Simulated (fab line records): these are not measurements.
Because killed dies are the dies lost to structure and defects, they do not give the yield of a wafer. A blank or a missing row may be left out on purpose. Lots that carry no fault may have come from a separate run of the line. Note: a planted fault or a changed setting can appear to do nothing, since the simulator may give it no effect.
Which tool did it? ; flow nand-harc ; at 1 step of a route of 1302, 24 lots with 72 wafers sampled

== WHAT THE GAUGES SHOWED, per wafer ==
NHARC_A_CONTACT_CD_MEAS_53. Usual: 289.6 nm for cd-nm, sd 0.65.
lot;measured;on;cd-nm (nm);flag
L075;day 22 01:05;cd-sem-01;290.2 289.6 289.6;
L074;day 22 04:05;cd-sem-02;288.4 288.6 288.9;
L076;day 22 12:52;cd-sem-03;288.5 288.4 288.5;
L077;day 22 16:49;cd-sem-02;290.1 289.8 289.9;
L078;day 23 18:18;cd-sem-03;289.8 289.6 290.4;
L080;day 24 09:29;cd-sem-03;290.1 290.3 290.8;
L079;day 24 09:45;cd-sem-02;289.2 289.0 288.8;
L081;day 25 02:40;cd-sem-02;290.2 289.6 289.6;
L082;day 25 10:47;cd-sem-01;289.1 289.5 289.1;
L086;day 25 19:50;cd-sem-02;290.0 289.4 290.0;
L084;day 25 21:06;cd-sem-02;289.1 289.0 288.9;
L085;day 25 23:55;cd-sem-01;290.6 290.3 290.2;
L083;day 26 03:25;cd-sem-01;289.1 289.6 288.8;
L087;day 27 04:22;cd-sem-02;290.5 290.5 290.8;
L089;day 27 05:34;cd-sem-03;288.7 288.8 288.4;
L088;day 27 21:23;cd-sem-02;289.2 289.0 288.9;
L090;day 28 13:14;cd-sem-01;289.9 290.2 290.3;
L091;day 29 03:46;cd-sem-01;288.9 289.0 289.0;
L092;day 29 04:36;cd-sem-03;290.1 290.4 289.7;
L093;day 29 10:19;cd-sem-01;289.8 289.8 290.4;
L094;day 29 12:17;cd-sem-02;290.8 291.2 290.7;
L095;day 30 02:02;cd-sem-01;289.1 288.9 289.0;
L096;day 30 19:10;cd-sem-03;289.9 290.1 290.1;
L097;day 31 14:03;cd-sem-01;289.2 290.1 289.8;

== WHICH TOOL RAN EACH LOT (tool, then ch and the chambers of the sampled wafers, then the start) ==
The record shows no process step preceding these readings.

== WHAT THE TOOLS THEMSELVES READ (means of the sampled wafers that have a number; where no wafer has one, the mark that the record gives instead) ==
The record holds no such reading with a usual standard deviation.

== THE ANSWER, worked out from the rows above alone ==
Rule: a lot is off if the mean of its wafers that have a number lies more than 3 standard deviations from the usual mean. Also off: a lot with no number at a reading for which 4 or more lots have one. The other lots that the step has rows for count as sound. Order of review: gauges by route order, followed by the tools' own readings, for which a lot's mean as printed above is used. At the first step where some lot is off, the reading lying furthest off is the one used; lots without a number count as furthest.
Across all readings shown, no lot is off: no conclusion can be drawn from this.

== WHAT WAS PUT IN BY THE SIMULATOR ==
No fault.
